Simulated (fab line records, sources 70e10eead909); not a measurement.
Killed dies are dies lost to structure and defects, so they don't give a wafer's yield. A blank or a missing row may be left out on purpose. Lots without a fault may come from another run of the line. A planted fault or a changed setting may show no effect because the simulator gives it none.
fab line records | flow nand_harc
record lots=23 wafers=69 last_day=25
route steps=1159 shown A_CHANNEL_FILL_D1@517 A_STAIRCASE@531
lots that met no fault: from a run of the same line without faults
start_h: hours from the record's first day to the start of the lot's first wafer shown | wait_h: hours since the lot's step before | " the same as in the row above | L1.1+2: a row that stands for several wafers | - no value, or no start given | * or withheld: withheld | < > ~ a bound
route shown NAME@n: a module of which the file shows steps, and the number in the route of the first | usual: mean/standard deviation of fault-free wafers | same: alike in all rows | chamber/n: place in a boat | sites: the reading at each site | _std_site: their standard deviation | _edge_site: outer sites' mean less inner sites' | radius_mm: how far each site lies from the wafer's centre | mask NAME#n: copy n | behind: the tool/chamber that last shaped the wafer | hold: why the lot was held/for how many hours/how that ended | device: the transistor (n, p or np) that didn't switch | end of line: the same wafers' tests at the end of the route | a step without rows: its recipe alone | killed: dies lost to structure and defects at the first sort, not the wafer's yield | map: a wafer's dies, x killed, . not, _ none there
set.NAME: the setting as run; set.NAME@STEP: as run at that earlier step | model.NAME: the simulator's own value behind a step, which no gauge read
steps of the route over a sample of lots; a table a step, a row a wafer
services: from which hour (start_h, from the record's first day; less than 0 if before it) a tool's chamber was out of use, for how many hours, and why
## steps
# step NHARC_A_CHANNEL_FILL_D1_RTA_24
# recipe temp_c=1000 time_s=5
# usual lamp_power_pct=30.0/1.7 wafer_temp_C_max=1003.8/0.74
# columns lot.wafer tool chamber start_h wait_h lamp_power_pct wafer_temp_C_max
L074.1 rtp_anneal-02 0 244.19 0.0 28.5 1004.9
L074.2 " 0 " " 28.5 1004.4
L074.3 " 0 " " 28.4 1004.7
L075.2 rtp_anneal-01 0 244.30 0.1 31.9 1003.1
L075.3 " 0 " " 31.9 1003.3
L075.4 " 0 " " 31.9 1004.0
L077.1 rtp_anneal-01 0 251.95 0.0 31.9 1004.0
L077.3 " 0 " " 31.9 1003.5
L077.4 " 0 " " 31.8 1004.3
L078.2 rtp_anneal-02 0 251.98 0.1 28.5 1004.2
L078.5 " 0 " " 28.5 1003.4
L078.6 " 0 " " 28.4 1004.9
L076.2 rtp_anneal-02 0 256.87 0.1 28.5 1002.8
L076.5 " 0 " " 28.5 1004.7
L076.6 " 0 " " 28.4 1003.3
L079.1 rtp_anneal-02 0 261.30 0.0 28.5 1003.0
L079.4 " 0 " " 28.5 1004.0
L079.6 " 0 " " 28.4 1003.4
L081.1 rtp_anneal-01 0 279.36 0.0 31.9 1003.6
L081.2 " 0 " " 31.9 1003.8
L081.5 " 0 " " 31.9 1003.5
L080.1 rtp_anneal-02 0 282.85 0.0 28.4 1003.5
L080.5 " 0 " " 28.5 1003.6
L080.6 " 0 " " 28.4 1002.9
L084.4 rtp_anneal-01 0 286.97 0.1 31.9 1004.0
L084.5 " 0 " " 31.9 1003.1
L084.6 " 0 " " 32.0 1005.1
L083.1 rtp_anneal-02 0 289.16 0.0 28.5 1003.7
L083.2 " 0 " " 28.5 1003.8
L083.5 " 0 " " 28.5 1002.9
L082.1 rtp_anneal-02 0 289.33 0.1 28.4 1003.8
L082.2 " 0 " " 28.5 1002.7
L082.5 " 0 " " 28.5 1003.0
L087.1 rtp_anneal-01 0 310.85 0.2 31.9 1002.0
L087.3 " 0 " " 31.9 1003.2
L087.5 " 0 " " 31.9 1003.6
L088.1 rtp_anneal-01 0 311.02 0.4 31.8 1004.6
L088.4 " 0 " " 31.9 1004.4
L088.5 " 0 " " 32.0 1004.9
L085.1 rtp_anneal-02 0 318.61 0.0 28.5 1005.0
L085.4 " 0 " " 28.5 1003.3
L085.6 " 0 " " 28.4 1004.8
L089.1 rtp_anneal-01 0 326.22 0.0 31.9 1004.4
L089.3 " 0 " " 31.9 1003.7
L089.6 " 0 " " 31.8 1004.7
L090.1 rtp_anneal-02 0 326.23 0.0 28.5 1004.1
L090.4 " 0 " " 28.4 1003.2
L090.6 " 0 " " 28.4 1002.8
L092.1 rtp_anneal-01 0 331.20 0.0 31.8 1003.6
L092.2 " 0 " " 31.8 1004.2
L092.6 " 0 " " 31.9 1004.5
L091.1 rtp_anneal-01 0 331.37 0.2 31.9 1004.2
L091.2 " 0 " " 31.9 1003.4
L091.3 " 0 " " 31.9 1003.1
L094.2 rtp_anneal-01 0 347.14 0.1 31.9 1003.7
L094.4 " 0 " " 31.9 1005.5
L094.5 " 0 " " 31.9 1004.2
L095.3 rtp_anneal-02 0 350.26 0.1 28.5 1003.3
L095.4 " 0 " " 28.4 1004.0
L095.5 " 0 " " 28.5 1002.6
L093.1 rtp_anneal-02 0 350.38 0.2 28.5 1002.7
L093.3 " 0 " " 28.5 1004.9
L093.6 " 0 " " 28.5 1004.4
L096.1 rtp_anneal-02 0 356.84 0.0 28.5 1003.8
L096.2 " 0 " " 28.5 1003.1
L096.6 " 0 " " 28.5 1003.5
L097.3 rtp_anneal-02 0 369.69 0.3 28.4 1004.8
L097.4 " 0 " " 28.5 1003.4
L097.6 " 0 " " 28.4 1002.9
# step NHARC_A_STAIRCASE_ETCH_169
# recipe target_depth_a=500 time_s=107.1 ion_energy_ev=120 ch3f_flow_sccm=50 o2_flow_sccm=30 ar_flow_sccm=200 rf_w=500 bias_w=100 chemistry=CH3F/O2
# usual drypump_motor_current_A=5.8/0.44 oes_product_au=0.937/0.022 rf_fwd_power_W=496.8/1.8 rf_vpp_V=244.2/1.3 showerhead_plenum_p_Torr=2.44/0.079 throttle_valve_pct=20.663/0.0094
# columns lot.wafer tool chamber start_h wait_h drypump_motor_current_A oes_product_au rf_fwd_power_W rf_hours_counter_h rf_vpp_V showerhead_plenum_p_Torr throttle_valve_pct
L074.3 rie_diel-02 0 245.54 0.1 5.1 0.976 495.4 35 245.4 2.47 20.667
L074.1 " 1 " " 6.0 0.946 493.9 34 245.1 2.55 20.660
L074.2 " 3 " " 6.2 0.983 495.2 34 244.7 2.47 20.647
L075.4 rie_diel-02 0 245.70 0.1 5.1 0.945 497.4 35 244.0 2.47 20.648
L075.2 " 2 " " 5.9 0.944 496.4 33 243.8 2.36 20.671
L075.3 " 3 " " 6.1 0.957 495.7 34 245.7 2.47 20.656
L078.2 rie_diel-08 3 253.29 0.1 5.3 0.910 496.6 48 246.5 2.53 20.660
L078.6 " 3 " " 5.3 0.907 499.0 - 245.5 2.53 20.648
L078.5 " 0 " " 6.1 0.905 496.8 - 242.4 2.33 20.662
L077.1 rie_diel-02 3 253.51 0.1 6.2 0.971 495.4 36 243.6 2.46 20.658
L077.3 " 0 " " 5.1 0.980 498.6 36 244.2 2.47 20.672
L077.4 " 1 " " 6.0 0.946 497.7 36 245.6 2.55 20.657
L076.2 rie_diel-08 1 258.46 0.3 5.0 0.938 496.8 46 244.0 2.40 20.670
L076.5 " 1 " " 5.0 0.948 495.1 - 243.5 2.40 20.663
L076.6 " 2 " " 5.9 0.939 498.0 - 246.3 2.54 20.652
L079.1 rie_diel-08 1 262.64 0.1 5.0 0.918 493.6 48 243.8 2.40 20.660
L079.4 " 3 " " 5.3 0.926 498.7 52 244.2 2.53 20.658
L079.6 " 1 " " 5.0 0.922 493.7 - 244.2 2.40 20.668
L081.2 rie_diel-01 0 280.59 0.1 6.6 0.947 493.5 49 244.7 2.40 20.670
L081.1 " 1 " " 5.7 0.991 495.3 49 244.0 2.53 20.672
L081.5 " 3 " " 5.5 0.969 493.3 - 242.7 2.32 20.657
L080.1 rie_diel-08 1 284.21 0.1 5.0 0.919 491.9 57 242.4 2.39 20.656
L080.6 " 3 " " 5.3 0.900 498.3 - 246.1 2.53 20.648
L080.5 " 0 " " 6.1 0.911 497.8 - 241.3 2.33 20.667
L084.4 rie_diel-01 3 288.24 0.1 5.5 0.922 496.8 44 241.9 2.32 20.667
L084.6 " 0 " " 6.6 0.908 493.3 - 243.5 2.40 20.657
L084.5 " 1 " " 5.7 0.926 496.7 - 246.1 2.53 20.664
L083.1 rie_diel-08 2 290.58 0.1 5.9 0.944 497.7 57 244.7 2.53 20.658
L083.2 " 0 " " 6.1 0.944 497.4 55 243.8 2.32 20.651
L083.5 " 1 " " 5.1 0.946 496.3 - 242.2 2.39 20.650
L082.1 rie_diel-01 1 290.73 0.1 5.7 0.920 495.4 53 245.7 2.53 20.668
L082.2 " 2 " " 5.9 0.915 498.7 52 243.8 2.42 20.666
L082.5 " 0 " " 6.6 0.904 494.4 - 243.8 2.40 20.674
L087.3 rie_diel-02 3 312.42 0.2 6.2 0.942 499.1 54 243.9 2.46 20.667
L087.1 " 2 " " 5.9 0.925 496.4 56 244.0 2.35 20.671
L087.5 " 0 " " 5.1 0.931 496.9 - 242.7 2.47 20.645
L088.1 rie_diel-02 1 312.50 0.1 6.0 0.916 498.7 56 244.1 2.54 20.673
L088.4 " 2 " " 5.9 0.925 497.6 56 242.7 2.35 20.661
L088.5 " 1 " " 6.0 0.914 498.5 - 246.1 2.54 20.668
L085.4 rie_diel-02 0 320.08 0.1 5.1 0.935 499.5 60 245.6 2.46 20.672
L085.1 " 1 " " 6.0 0.912 497.8 59 245.3 2.54 20.672
L085.6 " 3 " " 6.1 0.926 496.0 - 245.0 2.46 20.661
L090.4 rie_diel-01 3 327.60 0.1 5.5 0.957 497.0 1 243.9 2.32 20.664
L090.1 " 1 " " 5.7 0.953 494.8 1 245.6 2.52 20.662
L090.6 " 0 " " 6.6 0.947 494.9 - 244.5 2.39 20.676
L089.3 rie_diel-02 3 327.62 0.2 6.2 0.930 497.6 61 244.1 2.45 20.662
L089.1 " 0 " " 5.1 0.934 495.6 63 243.3 2.46 20.667
L089.6 " 3 " " 6.2 0.923 497.3 - 244.1 2.45 20.656
L092.1 rie_diel-08 3 332.89 0.4 5.3 0.930 499.5 14 245.3 2.52 20.645
L092.2 " 0 " " 6.1 0.993 497.2 4 243.0 2.32 20.659
L092.6 " 2 " " 5.9 0.923 496.1 - 244.1 2.52 20.641
L091.2 rie_diel-08 2 333.66 0.6 5.9 0.918 495.3 15 245.4 2.52 20.674
L091.1 " 3 " " 5.3 0.938 497.0 15 246.1 2.52 20.675
L091.3 " 0 " " 6.1 0.918 497.7 5 242.7 2.32 20.664
L094.2 rie_diel-01 3 348.58 0.1 5.5 0.915 494.8 14 243.0 2.31 20.655
L094.4 " 0 " " 6.6 0.928 493.8 13 243.4 2.39 20.664
L094.5 " 1 " " 5.8 0.930 497.0 - 245.5 2.52 20.667
L095.4 rie_diel-01 0 351.73 0.1 6.6 0.960 498.0 14 242.4 2.39 20.675
L095.3 " 2 " " 5.9 0.948 497.4 14 244.6 2.41 20.679
L095.5 " 0 " " 6.6 0.959 495.8 - 244.7 2.39 20.651
L093.1 rie_diel-02 1 351.81 0.1 6.0 0.949 495.9 5 245.8 2.53 20.655
L093.3 " 0 " " 5.1 0.941 494.5 2 245.0 2.46 20.681
L093.6 " 1 " " 6.0 0.941 495.0 - 246.3 2.53 20.642
L096.1 rie_diel-01 1 358.20 0.2 5.7 0.953 494.5 17 245.6 2.52 20.662
L096.2 " 0 " " 6.6 0.936 493.8 18 243.0 2.39 20.657
L096.6 " 2 " " 5.9 0.920 498.4 - 242.8 2.41 20.657
L097.3 rie_diel-01 3 370.98 0.1 5.5 0.952 498.0 21 241.8 2.31 20.658
L097.4 " 0 " " 6.5 0.979 493.7 21 244.1 2.39 20.647
L097.6 " 2 " " 5.9 0.941 499.6 - 245.0 2.41 20.680
# step NHARC_A_STAIRCASE_ETCH_13
# recipe target_depth_a=1000 time_s=40.5 ion_energy_ev=400 c4f8_flow_sccm=20 o2_flow_sccm=10 ar_flow_sccm=withheld rf_w=600 bias_w=1000 chemistry=C4F8/O2
# usual oes_product_au=0.932/0.016 rf_fwd_power_W=591.7/2.9 rf_vpp_V=895/4
# columns lot.wafer tool chamber start_h wait_h oes_product_au rf_fwd_power_W rf_hours_counter_h rf_vpp_V
L074.2 rie_diel-01 2 - - 0.906 594.6 36 895
L074.1 " 0 " " 0.912 590.9 38 893
L074.3 " 1 " " 0.920 591.0 37 900
L075.2 rie_diel-08 3 - - 0.912 593.5 45 900
L075.3 " 2 " " 0.934 591.5 40 900
L075.4 " 3 " " 0.904 595.8 - 899
L078.2 rie_diel-01 1 - - 0.933 588.0 39 900
L078.5 " 0 " " 0.914 587.4 - 893
L078.6 " 1 " " 0.932 590.6 - 900
L077.4 rie_diel-08 0 - - 0.946 593.8 39 891
L077.1 " 1 " " 0.951 590.1 44 892
L077.3 " 2 " " 0.943 590.2 44 901
L076.2 rie_diel-01 0 - - 0.908 585.7 43 893
L076.5 " 0 " " 0.910 587.6 - 893
L076.6 " 1 " " 0.939 590.2 - 900
L079.4 rie_diel-08 2 - - 0.930 594.5 48 900
L079.1 " 1 " " 0.917 585.4 50 892
L079.6 " 3 " " 0.907 593.7 - 899
L081.2 rie_diel-08 1 - - 0.926 588.3 56 893
L081.1 " 3 " " 0.900 595.2 60 899
L081.5 " 1 " " 0.929 592.2 - 892
L080.1 rie_diel-02 2 - - 0.941 589.4 46 891
L080.5 " 1 " " 0.940 593.5 - 901
L080.6 " 2 " " 0.934 592.4 - 893
L084.4 rie_diel-01 3 - - 0.923 589.9 44 889
L084.5 " 0 " " 0.939 586.3 - 894
L084.6 " 1 " " 0.948 591.8 - 898
L083.2 rie_diel-08 2 - - 0.956 592.3 58 900
L083.1 " 3 " " 0.916 592.9 63 899
L083.5 " 0 " " 0.936 590.9 - 890
L082.1 rie_diel-01 1 - - 0.961 592.4 54 900
L082.2 " 2 " " 0.957 594.4 53 894
L082.5 " 0 " " 0.940 587.8 - 893
L087.3 rie_diel-01 0 - - 0.900 587.7 61 893
L087.1 " 1 " " 0.920 593.7 61 899
L087.5 " 1 " " 0.918 590.7 - 900
L088.1 rie_diel-08 2 - - 0.949 592.2 1 900
L088.4 " 0 " " 0.945 597.7 2 888
L088.5 " 2 " " 0.964 591.5 - 897
L085.4 rie_diel-02 1 - - 0.940 590.6 60 899
L085.1 " 2 " " 0.942 593.1 60 890
L085.6 " 1 " " 0.934 589.8 - 900
L090.1 rie_diel-08 2 - - 0.936 592.9 12 900
L090.4 " 3 " " 0.925 594.2 - 898
L090.6 " 2 " " 0.923 592.4 - 899
L089.1 rie_diel-08 2 - - 0.921 593.6 12 900
L089.3 " 3 " " 0.938 595.0 12 900
L089.6 " 1 " " 0.926 591.7 - 893
L092.1 rie_diel-01 1 - - 0.936 589.3 6 899
L092.2 " 0 " " 0.930 586.7 7 894
L092.6 " 1 " " 0.933 591.6 - 898
L091.1 rie_diel-01 3 - - 0.924 590.1 7 890
L091.2 " 0 " " 0.934 585.8 7 892
L091.3 " 1 " " 0.948 591.8 7 900
L094.4 rie_diel-01 0 - - 0.928 586.8 14 893
L094.2 " 2 " " 0.915 597.3 14 895
L094.5 " 0 " " 0.933 585.2 - 893
L095.3 rie_diel-01 3 - - 0.933 590.4 15 888
L095.4 " 1 " " 0.955 593.0 14 899
L095.5 " 0 " " 0.967 586.1 - 893
L093.3 rie_diel-08 1 - - 0.929 586.8 22 892
L093.1 " 2 " " 0.938 596.3 26 899
L093.6 " 0 " " 0.929 593.5 - 888
L096.2 rie_diel-02 0 - - 0.932 594.8 7 896
L096.1 " 1 " " 0.921 590.0 10 901
L096.6 " 3 " " 0.939 590.5 - 895
L097.4 rie_diel-08 1 - - 0.945 586.5 29 892
L097.3 " 2 " " 0.941 593.7 32 898
L097.6 " 0 " " 0.964 594.9 - 888
# step NHARC_A_STAIRCASE_STRIP_175
# recipe power_w=1500 temp_c=250 chemistry=O2
# usual drypump_motor_current_A=5.8/0.4 heater_power_w=301/6.7 rf_refl_power_W=18.7/1.8
# columns lot.wafer tool chamber start_h wait_h drypump_motor_current_A heater_power_w rf_hours_counter_h rf_refl_power_W
L074.1 plasma_asher-02 1 249.98 0.1 5.3 295 18 -
L074.2 " 0 " " 6.3 306 18 -
L074.3 " 1 " " 5.3 295 - -
L075.2 plasma_asher-01 1 250.27 0.1 5.5 307 44 -
L075.3 " 1 " " 5.5 309 - -
L075.4 " 0 " " 5.9 298 - -
L078.2 plasma_asher-02 1 257.32 0.1 5.3 289 21 20.0
L078.5 " 1 " " 5.3 296 - 19.3
L078.6 " 0 " " 6.3 304 - 21.6
L077.1 plasma_asher-01 1 258.81 0.1 5.5 307 48 16.8
L077.3 " 1 " " 5.5 306 - 16.8
L077.4 " 0 " " 5.9 295 - 16.5
L076.2 plasma_asher-02 1 263.62 0.1 5.3 297 24 19.7
L076.6 " 0 " " 6.3 306 - 19.8
L076.5 " 1 " " 5.3 292 - 18.4
L079.1 plasma_asher-01 0 267.46 0.1 5.9 296 51 -
L079.4 " 0 " " 5.9 307 - -
L079.6 " 0 " " 5.9 302 - -
L081.2 plasma_asher-02 1 284.52 0.1 5.3 291 30 19.8
L081.1 " 0 " " 6.3 306 30 19.7
L081.5 " 1 " " 5.4 306 - 19.4
L080.1 plasma_asher-02 0 288.15 0.1 6.3 307 32 20.5
L080.5 " 0 " " 6.3 305 - 20.3
L080.6 " 1 " " 5.3 294 - 18.7
L084.4 plasma_asher-02 1 292.68 0.2 5.3 295 - 19.3
L084.6 " 1 " " 5.3 294 - 19.7
L084.5 " 0 " " 6.3 293 - 20.3
L083.1 plasma_asher-01 1 294.64 0.1 5.5 307 1 -
L083.2 " 0 " " 5.9 297 1 -
L083.5 " 1 " " 5.5 310 - -
L082.1 plasma_asher-01 0 295.56 0.1 5.9 295 1 16.5
L082.2 " 1 " " 5.5 309 1 16.3
L082.5 " 0 " " 5.9 296 - 16.5
L087.1 plasma_asher-02 1 317.11 0.1 5.3 294 43 19.7
L087.3 " 1 " " 5.3 302 - 19.4
L087.5 " 0 " " 6.3 305 - 19.8
L088.1 plasma_asher-01 0 317.31 0.3 5.9 290 7 16.5
L088.4 " 1 " " 5.5 304 - 15.7
L088.5 " 0 " " 5.9 300 - 16.1
L085.1 plasma_asher-01 1 324.77 0.1 5.5 317 10 -
L085.4 " 0 " " 5.9 295 - -
L085.6 " 1 " " 5.5 310 - -
L090.1 plasma_asher-02 0 334.07 0.1 6.3 303 49 -
L090.4 " 1 " " 5.3 296 - -
L090.6 " 0 " " 6.3 304 - -
L089.1 plasma_asher-02 1 334.40 0.1 5.3 304 49 -
L089.3 " 0 " " 6.3 304 - -
L089.6 " 1 " " 5.3 295 - -
L091.2 plasma_asher-02 1 339.48 0.1 5.3 301 50 19.6
L091.1 " 0 " " 6.3 306 50 19.7
L091.3 " 0 " " 6.3 303 - 20.3
L092.1 plasma_asher-02 1 339.76 0.2 5.3 301 51 -
L092.2 " 0 " " 6.3 302 51 -
L092.6 " 0 " " 6.3 305 - -
L094.2 plasma_asher-02 1 353.23 0.1 5.3 294 55 -
L094.4 " 0 " " 6.3 314 - -
L094.5 " 1 " " 5.3 295 - -
L095.3 plasma_asher-02 0 358.81 0.2 6.3 300 - 19.6
L095.4 " 1 " " 5.3 298 - 20.9
L095.5 " 0 " " 6.3 304 - 21.1
L093.1 plasma_asher-01 0 359.80 0.1 5.9 290 20 16.1
L093.3 " 0 " " 5.9 298 - 15.9
L093.6 " 1 " " 5.5 304 - 16.9
L096.2 plasma_asher-01 1 363.49 0.5 5.5 311 23 -
L096.1 " 0 " " 5.9 301 23 -
L096.6 " 1 " " 5.5 308 - -
L097.4 plasma_asher-02 0 375.01 0.2 6.3 301 - 20.0
L097.3 " 1 " " 5.3 297 - 20.7
L097.6 " 0 " " 6.3 297 - 19.3
# step NHARC_A_STAIRCASE_TRIM_196
# recipe time_s=211.2 o2_flow_sccm=500 ar_flow_sccm=0 bias_w=0 chemistry=O2
# usual drypump_motor_current_A=5.8/0.44 oes_product_au=0.999/0.01 rf_vpp_V=57.7/0.89 showerhead_plenum_p_Torr=3.51/0.11 throttle_valve_pct=17.038/0.0091
# columns lot.wafer tool chamber start_h wait_h drypump_motor_current_A oes_product_au rf_hours_counter_h rf_vpp_V showerhead_plenum_p_Torr throttle_valve_pct
L074.1 rie_diel-01 0 252.62 0.1 6.6 0.994 40 57.5 3.45 17.047
L074.2 " 1 " " 5.7 1.007 38 58.6 3.63 17.038
L074.3 " 3 " " 5.5 0.987 35 56.8 3.34 17.040
L075.2 rie_diel-02 2 252.93 0.1 5.9 0.999 35 55.7 3.39 17.047
L075.3 " 3 " " 6.2 1.012 36 58.5 3.54 17.029
L075.4 " 0 " " 5.0 1.004 36 57.0 3.55 17.046
L078.2 rie_diel-01 2 260.14 0.1 5.9 0.996 40 57.8 3.48 17.059
L078.6 " 1 " " 5.7 1.006 - 57.6 3.63 17.013
L078.5 " 0 " " 6.6 0.972 - 58.3 3.45 17.046
L077.3 rie_diel-02 3 262.42 0.1 6.2 1.006 41 58.0 3.53 17.040
L077.1 " 1 " " 6.0 0.996 41 58.0 3.65 17.037
L077.4 " 2 " " 5.9 0.997 40 57.3 3.39 17.036
L076.2 rie_diel-02 2 266.51 0.1 5.9 0.996 42 57.1 3.39 17.042
L076.6 " 2 " " 5.9 0.991 - 56.2 3.39 17.046
L076.5 " 3 " " 6.2 1.012 - 58.3 3.53 17.050
L079.4 rie_diel-01 2 270.86 0.5 5.9 0.984 45 58.6 3.48 17.034
L079.1 " 0 " " 6.6 0.984 47 57.3 3.45 17.045
L079.6 " 3 " " 5.5 0.987 - 56.7 3.34 17.050
L081.2 rie_diel-02 0 287.27 0.1 5.0 0.994 49 58.4 3.54 17.025
L081.1 " 2 " " 5.9 0.993 47 56.7 3.39 17.039
L081.5 " 3 " " 6.2 1.003 - 57.4 3.53 17.039
L080.1 rie_diel-02 0 290.87 0.1 5.1 0.995 50 55.3 3.54 17.044
L080.6 " 1 " " 6.0 0.999 - 58.1 3.64 17.041
L080.5 " 2 " " 5.9 1.004 - 58.0 3.39 17.057
L084.4 rie_diel-02 1 295.30 0.1 6.0 1.010 51 57.4 3.64 17.043
L084.5 " 0 " " 5.1 0.997 - 57.5 3.54 17.046
L084.6 " 1 " " 6.0 0.984 - 58.2 3.64 17.049
L083.2 rie_diel-08 1 297.28 0.1 5.0 1.005 63 58.0 3.44 17.040
L083.1 " 0 " " 6.1 0.977 57 57.5 3.34 17.050
L083.5 " 1 " " 5.0 1.002 - 58.2 3.44 17.045
L082.2 rie_diel-08 2 298.23 0.1 5.9 1.006 61 57.8 3.63 17.041
L082.1 " 3 " " 5.3 0.975 66 57.5 3.62 17.030
L082.5 " 3 " " 5.3 0.985 - 56.1 3.62 17.031
L088.1 rie_diel-02 0 320.88 0.1 5.1 1.004 60 58.3 3.54 17.040
L088.4 " 3 " " 6.2 1.014 58 57.7 3.52 17.023
L088.5 " 0 " " 5.1 0.999 - 58.7 3.54 17.037
L087.3 rie_diel-02 2 324.30 0.1 5.9 1.001 61 57.8 3.38 17.042
L087.1 " 0 " " 5.0 1.002 62 56.7 3.53 17.035
L087.5 " 2 " " 5.9 0.996 - 57.2 3.38 17.033
L085.1 rie_diel-02 1 327.50 0.1 6.0 0.986 63 58.0 3.64 17.056
L085.4 " 2 " " 5.9 1.004 63 57.6 3.38 17.047
L085.6 " 3 " " 6.2 1.017 - 58.6 3.52 17.039
L090.1 rie_diel-01 1 338.34 0.2 5.7 1.013 8 58.0 3.61 17.042
L090.4 " 3 " " 5.5 0.989 9 57.2 3.33 17.037
L090.6 " 1 " " 5.7 1.005 - 58.5 3.61 17.046
L089.3 rie_diel-08 2 338.67 0.1 5.9 0.986 17 57.6 3.62 17.029
L089.1 " 3 " " 5.3 1.002 17 58.6 3.61 17.042
L089.6 " 2 " " 5.9 0.987 - 57.5 3.62 17.035
L091.2 rie_diel-01 1 342.94 0.1 5.7 1.013 10 56.8 3.61 17.057
L091.3 " 3 " " 5.5 0.974 11 55.2 3.33 17.032
L091.1 " 0 " " 6.6 0.999 11 58.5 3.43 17.055
L092.2 rie_diel-08 3 343.40 0.1 5.3 1.012 19 57.8 3.61 17.033
L092.1 " 1 " " 5.1 1.003 15 56.4 3.43 17.038
L092.6 " 0 " " 6.1 1.010 - 55.5 3.34 17.017
L094.2 rie_diel-08 0 358.95 0.1 6.1 1.006 21 57.2 3.33 17.022
L094.4 " 1 " " 5.0 0.992 25 57.7 3.42 17.035
L094.5 " 3 " " 5.3 0.996 - 59.5 3.60 17.041
L095.3 rie_diel-08 0 361.63 0.1 6.1 1.013 22 56.5 3.33 17.041
L095.4 " 2 " " 5.9 1.007 29 58.6 3.61 17.035
L095.5 " 0 " " 6.1 1.009 - 56.6 3.33 17.028
L093.3 rie_diel-01 3 363.06 0.1 5.5 0.988 19 55.3 3.32 17.029
L093.1 " 1 " " 5.7 1.011 19 59.1 3.61 17.037
L093.6 " 0 " " 6.6 1.008 - 57.1 3.43 17.023
L096.2 rie_diel-02 1 366.18 0.1 6.0 0.997 12 59.2 3.63 17.045
L096.1 " 0 " " 5.1 0.994 8 58.1 3.53 17.047
L096.6 " 2 " " 5.9 0.984 - 57.7 3.37 17.032
L097.3 rie_diel-08 3 378.28 0.1 5.3 1.000 35 58.1 3.60 17.040
L097.4 " 1 " " 5.1 0.989 31 58.3 3.42 17.032
L097.6 " 0 " " 6.1 0.995 - 57.6 3.32 17.046
# step NHARC_A_STAIRCASE_ETCH_199
# recipe target_depth_a=1000 time_s=40.5 ion_energy_ev=400 c4f8_flow_sccm=20 o2_flow_sccm=10 ar_flow_sccm=withheld rf_w=600 bias_w=1000 chemistry=C4F8/O2
# usual oes_product_au=0.939/0.014 rf_fwd_power_W=591.8/2.6 rf_vpp_V=895/4.1
# columns lot.wafer tool chamber start_h wait_h oes_product_au rf_fwd_power_W rf_hours_counter_h rf_vpp_V
L074.2 rie_diel-01 3 - - 0.932 592.7 35 889
L074.1 " 1 " " 0.945 592.9 39 898
L074.3 " 2 " " 0.931 590.6 37 895
L075.4 rie_diel-02 2 - - 0.948 591.9 35 891
L075.2 " 3 " " 0.971 595.0 36 897
L075.3 " 1 " " 0.940 594.5 36 900
L078.2 rie_diel-01 0 - - 0.922 585.4 43 892
L078.6 " 1 " " 0.932 589.9 - 900
L078.5 " 2 " " 0.926 594.1 - 894
L077.1 rie_diel-02 0 - - 0.957 590.9 41 897
L077.3 " 2 " " 0.932 591.3 40 892
L077.4 " 3 " " 0.953 595.6 41 897
L076.2 rie_diel-02 3 - - 0.951 590.0 43 896
L076.5 " 1 " " 0.945 590.4 - 900
L076.6 " 2 " " 0.931 591.0 - 890
L079.4 rie_diel-01 1 - - 0.942 590.2 46 900
L079.1 " 3 " " 0.933 590.0 38 888
L079.6 " 1 " " 0.941 592.0 - 899
L081.2 rie_diel-02 3 - - 0.955 594.1 46 898
L081.1 " 1 " " 0.947 591.4 49 900
L081.5 " 3 " " 0.952 597.6 - 896
L080.1 rie_diel-02 2 - - 0.953 593.5 48 891
L080.5 " 2 " " 0.947 593.3 - 889
L080.6 " 3 " " 0.969 593.9 - 896
L084.4 rie_diel-02 1 - - 0.931 593.0 52 901
L084.5 " 1 " " 0.924 592.9 - 900
L084.6 " 2 " " 0.932 591.4 - 891
L083.2 rie_diel-08 3 - - 0.945 594.6 65 900
L083.1 " 0 " " 0.937 593.4 57 890
L083.5 " 1 " " 0.942 587.8 - 894
L082.1 rie_diel-08 2 - - 0.942 592.3 61 900
L082.2 " 3 " " 0.913 594.8 66 900
L082.5 " 0 " " 0.912 595.1 - 888
L088.4 rie_diel-02 3 - - 0.947 596.6 58 897
L088.1 " 1 " " 0.934 592.2 60 900
L088.5 " 2 " " 0.934 591.3 - 892
L087.3 rie_diel-02 1 - - 0.936 591.2 62 901
L087.1 " 2 " " 0.942 590.5 62 891
L087.5 " 2 " " 0.947 592.2 - 891
L085.4 rie_diel-02 1 - - 0.932 589.8 63 900
L085.1 " 2 " " 0.933 589.3 63 891
L085.6 " 1 " " 0.938 591.8 - 899
L090.4 rie_diel-01 2 - - 0.937 592.7 8 894
L090.1 " 3 " " 0.915 588.9 9 888
L090.6 " 3 " " 0.923 591.1 - 888
L089.3 rie_diel-08 3 - - 0.924 597.4 18 898
L089.1 " 0 " " 0.927 588.6 8 888
L089.6 " 0 " " 0.933 592.0 - 889
L092.2 rie_diel-08 2 - - 0.938 595.9 20 900
L092.1 " 3 " " 0.941 594.0 20 898
L092.6 " 0 " " 0.935 591.9 - 889
L091.3 rie_diel-01 0 - - 0.925 586.3 11 892
L091.2 " 2 " " 0.917 592.5 12 893
L091.1 " 3 " " 0.903 590.7 12 887
L094.2 rie_diel-08 3 - - 0.927 590.1 29 899
L094.4 " 0 " " 0.940 595.5 21 887
L094.5 " 0 " " 0.937 596.7 - 889
L095.4 rie_diel-08 0 - - 0.946 593.5 22 890
L095.3 " 1 " " 0.942 589.8 26 891
L095.5 " 0 " " 0.944 594.1 - 889
L093.3 rie_diel-01 0 - - 0.954 586.4 20 892
L093.1 " 1 " " 0.976 592.6 19 899
L093.6 " 0 " " 0.964 587.7 - 890
L096.1 rie_diel-02 1 - - 0.941 593.2 12 899
L096.2 " 2 " " 0.935 594.3 11 890
L096.6 " 0 " " 0.947 594.1 - 896
L097.4 rie_diel-08 2 - - 0.956 593.8 34 899
L097.3 " 3 " " 0.938 592.9 35 900
L097.6 " 2 " " 0.963 593.5 - 899
## services
# columns tool chamber start_h hours kind
rie_diel-08 0 232.11 - clean
rie_diel-08 1 232.11 - clean
rie_diel-08 2 232.11 - clean
rie_diel-08 3 232.11 - clean
rie_diel-02 0 234.29 - clean
rie_diel-02 1 234.29 - clean
rie_diel-02 2 234.29 - clean
rie_diel-02 3 234.29 - clean
rie_diel-08 0 240.17 12.9 repair
rie_diel-08 0 256.69 - clean
rie_diel-08 1 256.69 - clean
rie_diel-08 2 256.69 - clean
rie_diel-08 3 256.69 - clean
rie_diel-01 3 256.86 8.8 repair
rie_diel-02 3 267.86 7.5 repair
plasma_asher-01 - 284.71 9.0 pm
rtp_anneal-02 - 300.00 12.0 pm
rie_diel-08 - 301.82 9.0 pm
rie_diel-01 - 314.97 9.0 pm
rie_diel-08 0 318.40 14.4 repair
rie_diel-02 - 328.58 9.0 pm
rie_diel-08 1 331.54 11.2 repair
rie_diel-02 0 337.94 7.0 repair
plasma_asher-02 - 360.00 9.0 pm
## key
fault none
